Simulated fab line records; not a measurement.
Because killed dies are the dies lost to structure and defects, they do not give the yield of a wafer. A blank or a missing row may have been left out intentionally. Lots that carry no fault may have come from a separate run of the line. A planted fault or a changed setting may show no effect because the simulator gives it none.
What tool caused it? / flow nand-harc / 12 lots with 36 wafers sampled at 6 steps, on a route of 1302 steps

== WHAT EACH GAUGE READ, for each wafer ==
NHARC_P_BONDPAD_THK_MEAS_20: measures by xrf.
lot=L745; measured=day 6 12:53; on=film-metro-01; thk-nm (nm)=159.3 157.2 162.7
lot=L747; measured=day 7 06:11; on=film-metro-01; thk-nm (nm)=159.8 160.3 161.3
lot=L746; measured=day 7 07:00; on=film-metro-02; thk-nm (nm)=158.0 160.7 161.8
lot=L748; measured=day 7 19:17; on=film-metro-02; thk-nm (nm)=160.3 161.3 160.5
lot=L752; measured=day 9 17:56; on=film-metro-01; thk-nm (nm)=160.6 161.5 163.5
lot=L755; measured=day 10 21:47; on=film-metro-02; thk-nm (nm)=163.6 161.8 162.3
lot=L758; measured=day 11 23:19; on=film-metro-02; thk-nm (nm)=162.5 162.3 160.0
lot=L761; measured=day 13 10:25; on=film-metro-02; thk-nm (nm)=160.5 160.5 161.4
lot=L764; measured=day 14 18:18; on=film-metro-01; thk-nm (nm)=159.9 162.8 161.8
lot=L765; measured=day 14 23:24; on=film-metro-02; thk-nm (nm)=160.0 161.2 160.1
lot=L766; measured=day 15 11:10; on=film-metro-02; thk-nm (nm)=160.2 161.0 161.4
lot=L767; measured=day 15 19:47; on=film-metro-01; thk-nm (nm)=161.0 159.0 162.1

NHARC_A_ONON_D1_THK_MEAS_14: measures by ellipsometry.
lot=L745; measured=day 7 14:46; on=film-metro-01; thk-nm (nm)=999 997 998
lot=L747; measured=day 8 08:07; on=film-metro-01; thk-nm (nm)=996 997 997
lot=L746; measured=day 8 08:08; on=film-metro-02; thk-nm (nm)=1009 1008 1006
lot=L748; measured=day 8 23:51; on=film-metro-02; thk-nm (nm)=997 998 997
lot=L752; measured=day 10 20:04; on=film-metro-01; thk-nm (nm)=1001 1000 1001
lot=L755; measured=day 12 00:52; on=film-metro-02; thk-nm (nm)=1535 1534 1531
lot=L758; measured=day 13 01:07; on=film-metro-01; thk-nm (nm)=1526 1526 1526
lot=L761; measured=day 14 12:40; on=film-metro-01; thk-nm (nm)=994 993 993
lot=L764; measured=day 15 20:07; on=film-metro-01; thk-nm (nm)=999 998 999
lot=L765; measured=day 16 01:28; on=film-metro-02; thk-nm (nm)=1006 1009 1008
lot=L766; measured=day 16 12:21; on=film-metro-02; thk-nm (nm)=984 985 986
lot=L767; measured=day 16 21:54; on=film-metro-01; thk-nm (nm)=987 986 987

NHARC_END_SORT_01.
lot=L755; measured=day 29 05:34; on=prober-01; killed-at-array=671 673 673; killed-at-other=0 0 0; killed-at-periphery=6 4 4; killed-dies=677 677 677; killed-open=2 1 0; killed-short=6 1 1
lot=L758; measured=day 29 19:01; on=prober-02; killed-at-array=671 676 673; killed-at-other=1 0 2; killed-at-periphery=5 1 2; killed-dies=677 677 677; killed-open=5 1 1; killed-short=3 2 3

== WHAT TOOL EACH LOT RAN ON (gives the tool, then ch and the chambers of the sampled wafers, and finally the start) ==
lot=L745; NHARC_A_ZERO_WELL_ETCH_19=rie-diel-04 ch 0,2,3, day 6 14:40; NHARC_A_ZERO_WELL_RTA_16=rtp-anneal-02 ch 0, day 6 15:43; NHARC_A_ONON_D1_DEP_12=pecvd-onon-04 ch 0, day 7 14:16
lot=L747; NHARC_A_ZERO_WELL_ETCH_19=rie-diel-12 ch 1,2,3, day 7 07:57; NHARC_A_ZERO_WELL_RTA_16=rtp-anneal-01 ch 0, day 7 08:58; NHARC_A_ONON_D1_DEP_12=pecvd-onon-02 ch 0, day 8 07:37
lot=L746; NHARC_A_ZERO_WELL_ETCH_19=rie-diel-12 ch 0,3, day 7 08:46; NHARC_A_ZERO_WELL_RTA_16=rtp-anneal-01 ch 0, day 7 09:47; NHARC_A_ONON_D1_DEP_12=pecvd-onon-03 ch 0, day 8 07:38
lot=L748; NHARC_A_ZERO_WELL_ETCH_19=rie-diel-12 ch 1,2,3, day 7 21:03; NHARC_A_ZERO_WELL_RTA_16=rtp-anneal-01 ch 0, day 7 22:04; NHARC_A_ONON_D1_DEP_12=pecvd-onon-04 ch 0, day 8 23:20
lot=L752; NHARC_A_ZERO_WELL_ETCH_19=rie-diel-12 ch 0,3, day 9 19:41; NHARC_A_ZERO_WELL_RTA_16=rtp-anneal-01 ch 0, day 9 20:47; NHARC_A_ONON_D1_DEP_12=pecvd-onon-04 ch 0, day 10 19:43
lot=L755; NHARC_A_ZERO_WELL_ETCH_19=rie-diel-12 ch 1,3, day 10 23:33; NHARC_A_ZERO_WELL_RTA_16=rtp-anneal-02 ch 0, day 11 00:34; NHARC_A_ONON_D1_DEP_12=pecvd-onon-04 ch 0, day 12 00:22
lot=L758; NHARC_A_ZERO_WELL_ETCH_19=rie-diel-12 ch 2,3, day 12 01:04; NHARC_A_ZERO_WELL_RTA_16=rtp-anneal-01 ch 0, day 12 02:11; NHARC_A_ONON_D1_DEP_12=pecvd-onon-04 ch 0, day 13 00:47
lot=L761; NHARC_A_ZERO_WELL_ETCH_19=rie-diel-12 ch 0,1,3, day 13 12:14; NHARC_A_ZERO_WELL_RTA_16=rtp-anneal-02 ch 0, day 13 13:19; NHARC_A_ONON_D1_DEP_12=pecvd-onon-02 ch 0, day 14 12:10
lot=L764; NHARC_A_ZERO_WELL_ETCH_19=rie-diel-12 ch 1,3, day 14 20:05; NHARC_A_ZERO_WELL_RTA_16=rtp-anneal-01 ch 0, day 14 21:07; NHARC_A_ONON_D1_DEP_12=pecvd-onon-03 ch 0, day 15 19:40
lot=L765; NHARC_A_ZERO_WELL_ETCH_19=rie-diel-12 ch 1,2,3, day 15 01:02; NHARC_A_ZERO_WELL_RTA_16=rtp-anneal-01 ch 0, day 15 02:04; NHARC_A_ONON_D1_DEP_12=pecvd-onon-03 ch 0, day 16 00:58
lot=L766; NHARC_A_ZERO_WELL_ETCH_19=rie-diel-04 ch 1,2,3, day 15 12:47; NHARC_A_ZERO_WELL_RTA_16=rtp-anneal-01 ch 0, day 15 13:50; NHARC_A_ONON_D1_DEP_12=pecvd-onon-04 ch 0, day 16 11:54
lot=L767; NHARC_A_ZERO_WELL_ETCH_19=rie-diel-12 ch 0,1, day 15 21:26; NHARC_A_ZERO_WELL_RTA_16=rtp-anneal-02 ch 0, day 15 22:29; NHARC_A_ONON_D1_DEP_12=pecvd-onon-04 ch 0, day 16 21:27
- NHARC_A_ZERO_WELL_ETCH_19: etches the open film in N2/H2, target depth 80 nm, overetch 24 nm, time 87.88 s.
- NHARC_A_ZERO_WELL_RTA_16: time 10 s.
- NHARC_A_ONON_D1_DEP_12: target thk 1000 nm.

== WHAT THE TOOLS THEMSELVES READ (means of the sampled wafers that have a number; where no wafer has one, the mark that the record gives instead) ==
NHARC_A_ZERO_WELL_ETCH_19.
lot=L745; tool=rie-diel-04; drypump-motor-current-A (A)=6.2; oes-product-au (a.u.)=1.000; rf-vpp-V (V)=430; showerhead-plenum-p-Torr (Torr)=2.02; throttle-valve-pct (%)=14.165
lot=L747; tool=rie-diel-12; drypump-motor-current-A (A)=5.8; oes-product-au (a.u.)=1.002; rf-vpp-V (V)=431; showerhead-plenum-p-Torr (Torr)=2.08; throttle-valve-pct (%)=14.173
lot=L746; tool=rie-diel-12; drypump-motor-current-A (A)=6.0; oes-product-au (a.u.)=1.001; rf-vpp-V (V)=433; showerhead-plenum-p-Torr (Torr)=2.11; throttle-valve-pct (%)=14.179
lot=L748; tool=rie-diel-12; drypump-motor-current-A (A)=5.8; oes-product-au (a.u.)=1.001; rf-vpp-V (V)=431; showerhead-plenum-p-Torr (Torr)=2.08; throttle-valve-pct (%)=14.171
lot=L752; tool=rie-diel-12; drypump-motor-current-A (A)=6.1; oes-product-au (a.u.)=1.007; rf-vpp-V (V)=429; showerhead-plenum-p-Torr (Torr)=2.00; throttle-valve-pct (%)=14.169
lot=L755; tool=rie-diel-12; drypump-motor-current-A (A)=6.0; oes-product-au (a.u.)=1.006; rf-vpp-V (V)=429; showerhead-plenum-p-Torr (Torr)=1.99; throttle-valve-pct (%)=14.165
lot=L758; tool=rie-diel-12; drypump-motor-current-A (A)=6.0; oes-product-au (a.u.)=0.998; rf-vpp-V (V)=428; showerhead-plenum-p-Torr (Torr)=1.99; throttle-valve-pct (%)=14.165
lot=L761; tool=rie-diel-12; drypump-motor-current-A (A)=5.9; oes-product-au (a.u.)=1.001; rf-vpp-V (V)=432; showerhead-plenum-p-Torr (Torr)=2.10; throttle-valve-pct (%)=14.178
lot=L764; tool=rie-diel-12; drypump-motor-current-A (A)=6.0; oes-product-au (a.u.)=1.005; rf-vpp-V (V)=429; showerhead-plenum-p-Torr (Torr)=1.99; throttle-valve-pct (%)=14.163
lot=L765; tool=rie-diel-12; drypump-motor-current-A (A)=5.8; oes-product-au (a.u.)=1.006; rf-vpp-V (V)=431; showerhead-plenum-p-Torr (Torr)=2.08; throttle-valve-pct (%)=14.172
lot=L766; tool=rie-diel-04; drypump-motor-current-A (A)=6.5; oes-product-au (a.u.)=1.008; rf-vpp-V (V)=428; showerhead-plenum-p-Torr (Torr)=1.97; throttle-valve-pct (%)=14.174
lot=L767; tool=rie-diel-12; drypump-motor-current-A (A)=5.7; oes-product-au (a.u.)=1.004; rf-vpp-V (V)=434; showerhead-plenum-p-Torr (Torr)=2.19; throttle-valve-pct (%)=14.171

NHARC_A_ZERO_WELL_RTA_16.
lot=L745; tool=rtp-anneal-02; anneal-temp-c-max=1003.4; lamp-power-pct (%)=28.8; lamp_zone_6_pct (%)=28.7; wafer_temp_C_max=1006.0
lot=L747; tool=rtp-anneal-01; anneal-temp-c-max=1008.0; lamp-power-pct (%)=31.2; lamp_zone_6_pct (%)=31.2; wafer_temp_C_max=1002.9
lot=L746; tool=rtp-anneal-01; anneal-temp-c-max=1009.0; lamp-power-pct (%)=31.3; lamp_zone_6_pct (%)=31.2; wafer_temp_C_max=1003.8
lot=L748; tool=rtp-anneal-01; anneal-temp-c-max=1007.7; lamp-power-pct (%)=31.3; lamp_zone_6_pct (%)=31.2; wafer_temp_C_max=1003.6
lot=L752; tool=rtp-anneal-01; anneal-temp-c-max=1006.8; lamp-power-pct (%)=31.2; lamp_zone_6_pct (%)=31.1; wafer_temp_C_max=1003.6
lot=L755; tool=rtp-anneal-02; anneal-temp-c-max=1003.1; lamp-power-pct (%)=28.8; lamp_zone_6_pct (%)=28.7; wafer_temp_C_max=1005.6
lot=L758; tool=rtp-anneal-01; anneal-temp-c-max=1007.9; lamp-power-pct (%)=31.2; lamp_zone_6_pct (%)=31.2; wafer_temp_C_max=1003.9
lot=L761; tool=rtp-anneal-02; anneal-temp-c-max=1002.9; lamp-power-pct (%)=28.8; lamp_zone_6_pct (%)=28.7; wafer_temp_C_max=1005.9
lot=L764; tool=rtp-anneal-01; anneal-temp-c-max=1007.6; lamp-power-pct (%)=31.2; lamp_zone_6_pct (%)=31.2; wafer_temp_C_max=1003.1
lot=L765; tool=rtp-anneal-01; anneal-temp-c-max=1006.5; lamp-power-pct (%)=31.2; lamp_zone_6_pct (%)=31.1; wafer_temp_C_max=1003.0
lot=L766; tool=rtp-anneal-01; anneal-temp-c-max=1008.6; lamp-power-pct (%)=31.3; lamp_zone_6_pct (%)=31.2; wafer_temp_C_max=1003.8
lot=L767; tool=rtp-anneal-02; anneal-temp-c-max=1003.4; lamp-power-pct (%)=28.8; lamp_zone_6_pct (%)=28.8; wafer_temp_C_max=1006.0

== THE ANSWER, worked out from the rows above alone ==
Rule: the lots themselves supply what counts as usual. Put in order of their means at a reading, lots are off if they are a third of the lots or fewer, leave a main group of 4 or more, and stand apart from it by a gap of 3 or more times the standard deviation of the main group's means; of several such gaps the widest counts. The tables above print the reading to a certain number of digits; a main group whose means all agree to those digits is not used. A lot without any number at a reading at which 4 lots or more have one is off too. All remaining lots with rows at the step are treated as sound. After the gauges, taken in route order, come the tools' own readings; for these a lot's mean is taken, as printed above. The first step at which some lot is off is used, and at that step the reading that is off furthest; a lot without a number counts as furthest.
Off, at NHARC_A_ONON_D1_THK_MEAS_14 on thk-nm: L755, L758. The main group has a mean of 997 nm with a standard deviation of 7.1.
If a tool, at a process step before that reading, ran all the lots that are off and no sound lot after the first of them, it fits. Those tools and the gauges at NHARC_A_ONON_D1_THK_MEAS_14 are tried in the same way. None of those tried fits.

== WHAT HAD BEEN PUT IN BY THE SIMULATOR ==
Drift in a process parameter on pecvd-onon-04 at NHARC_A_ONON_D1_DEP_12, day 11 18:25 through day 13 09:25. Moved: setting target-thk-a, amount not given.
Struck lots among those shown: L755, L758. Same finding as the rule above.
